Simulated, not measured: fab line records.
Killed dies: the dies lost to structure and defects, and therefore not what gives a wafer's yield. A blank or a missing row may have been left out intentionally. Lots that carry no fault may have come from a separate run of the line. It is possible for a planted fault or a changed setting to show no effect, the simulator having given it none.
Chamber matching ; flow nand harc ; NHARC_A_CHANNEL_FILL_D1_ALD_25 on ald hk-01 has 4 sister chambers
The step deposits SiOx, target thk 60 nm, pulse time 10 s, ald cycles 600. 8 wafers are shown with their chamber, then 8 later ones without.

== EACH WAFER AND ITS CHAMBER ==
wafer;chamber;heater power w (W);precursor pulse height rel
L079.4;1;468;0.985
L083.3;2;448;0.993
L083.1;1;477;0.992
L087.5;2;446;0.977
L085.1;0;453;0.985
L085.3;3;378;0.976
L085.5;3;378;0.986
L091.3;0;474;0.965

== WAFERS WITHOUT THEIR CHAMBER ==
wafer;heater power w (W);precursor pulse height rel
L091.1;450;0.980
L091.6;387;1.020
L094.1;453;1.033
L094.3;476;0.970
L094.6;486;0.987
L096.2;489;1.051
L096.1;462;0.973
L096.5;489;0.994

== EACH ONE'S CHAMBER ==
wafer;from the rows above;in truth
L091.1;can't be placed: 2 or 0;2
L091.6;3;3
L094.1;can't be placed: 2 or 1 or 0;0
L094.3;can't be placed: 0 or 1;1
L094.6;can't be placed: 1 or 0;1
L096.2;can't be placed: 1 or 0 or 2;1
L096.1;can't be placed: 0 or 1 or 2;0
L096.5;can't be placed: 1 or 0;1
Correct placement for 1 of the 8. Not placeable from these rows: 7 (in 7, the candidates include the true chamber). 0 placed wrongly.
How it was worked out, from the rows above alone: a wafer's distance from a chamber is the root of the sum, over the readings, of the square of ((its reading less the chamber's mean) divided by the reading's scatter). If the next closest chamber is less than 2 further off than the closest, the wafer can't be placed; otherwise it belongs to the closest. A chamber's mean is the mean of its shown wafers. The scatter: take each reading less its chamber's mean, square it, sum over the shown wafers, divide by the number of wafers less the number of chambers, and take the root.
